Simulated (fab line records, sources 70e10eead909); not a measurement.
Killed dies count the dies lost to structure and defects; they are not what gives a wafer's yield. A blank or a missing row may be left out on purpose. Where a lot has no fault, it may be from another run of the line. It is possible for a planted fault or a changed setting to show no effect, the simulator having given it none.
Matching of chambers + flow nand_harc + NHARC_P_M1_PRE_CLEAN_32 on pecvd-03 has 3 sister chambers
The step time 12 s. 6 wafers are shown with their chamber, then 10 later ones without.

WAFERS, EACH WITH ITS CHAMBER
| wafer  | chamber | heater_power_w (W) |
|--------|---------|--------------------|
| L085.3 | 1       | 679                |
| L085.4 | 1       | 674                |
| L085.2 | 0       | 575                |
| L085.6 | 2       | 565                |
| L087.3 | 2       | 522                |
| L087.5 | 0       | 556                |

WAFERS MISSING THEIR CHAMBER
| wafer  | heater_power_w (W) |
|--------|--------------------|
| L087.6 | 667                |
| L093.1 | 654                |
| L093.2 | 535                |
| L093.6 | 514                |
| L093.3 | 583                |
| L093.4 | 645                |
| L093.5 | 598                |
| L095.1 | 571                |
| L095.2 | 671                |
| L095.6 | 642                |

CHAMBER TAKEN BY EACH
| wafer  | from the rows above     | in truth                   |
|--------|-------------------------|----------------------------|
| L087.6 | 1                       | 1                          |
| L093.1 | 1                       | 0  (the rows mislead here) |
| L093.2 | can't be placed: 2 or 0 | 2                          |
| L093.6 | can't be placed: 2 or 0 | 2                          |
| L093.3 | can't be placed: 0 or 2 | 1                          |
| L093.4 | 1                       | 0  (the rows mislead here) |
| L093.5 | can't be placed: 0 or 2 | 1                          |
| L095.1 | can't be placed: 0 or 2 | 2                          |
| L095.2 | 1                       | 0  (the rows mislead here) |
| L095.6 | 1                       | 1                          |
Correct placement for 2 of the 10. These rows do not allow placing 5 (true chamber among the candidates in 3). Wrongly placed: 3.
How it was worked out, from the rows above alone: a wafer's distance from a chamber is the root of the sum, over the readings, of the square of ((its reading less the chamber's mean) divided by the reading's scatter). The wafer belongs to the nearest chamber; if the next one is less than 2 further off, it can't be placed. A chamber's mean is the mean of its shown wafers. The scatter is the square root of a quotient: the sum, over the shown wafers, of each reading's squared deviation from its chamber's mean, divided by wafers minus chambers.
